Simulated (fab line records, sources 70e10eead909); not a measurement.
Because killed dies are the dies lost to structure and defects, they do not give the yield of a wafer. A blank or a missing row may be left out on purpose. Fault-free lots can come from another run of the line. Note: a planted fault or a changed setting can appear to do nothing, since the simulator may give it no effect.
Matching of chambers :: flow nand_harc :: NHARC_A_CHANNEL_FILL_D1_ALD_02 on ald_hk-01 has 4 sister chambers
The step deposits SiO2, target thk 6 nm, pulse time 10 s, ald cycles 60. 4 wafers are shown with their chamber, then 6 later ones without.

WAFERS WITH THEIR CHAMBER
wafer: L390.5
chamber: 1
heater_power_w (W): 411

wafer: L395.6
chamber: 3
heater_power_w (W): 451

wafer: L399.3
chamber: 2
heater_power_w (W): 547

wafer: L402.2
chamber: 0
heater_power_w (W): 460

WAFERS WITH NO CHAMBER GIVEN
wafer: L402.4
heater_power_w (W): 407

wafer: L402.6
heater_power_w (W): 462

wafer: L404.2
heater_power_w (W): 534

wafer: L408.3
heater_power_w (W): 418

wafer: L408.4
heater_power_w (W): 540

wafer: L408.6
heater_power_w (W): 468

THE CHAMBER EACH PASSED THROUGH
wafer: L402.4
from the rows above: 1
in truth: 1

wafer: L402.6
from the rows above: can't be placed: 0 or 3
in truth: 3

wafer: L404.2
from the rows above: 2
in truth: 2

wafer: L408.3
from the rows above: 1
in truth: 1

wafer: L408.4
from the rows above: 2
in truth: 2

wafer: L408.6
from the rows above: can't be placed: 0 or 3
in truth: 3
Placed correctly: 4 of 6. Not placeable from these rows: 2 (in 2, the candidates include the true chamber). Placed wrongly: 0.
How it was worked out, from the rows above alone: a wafer's distance from a chamber is the root of the sum, over the readings, of the square of ((its reading less the chamber's mean) divided by the reading's scatter). The wafer belongs to the nearest chamber; if the next one is less than 2 further off, it can't be placed. Each chamber's mean is taken over the wafers shown for it. The scatter (one wafer shown for each chamber): square how far every hidden wafer sits from the nearest shown wafer, average those squares and take the square root.
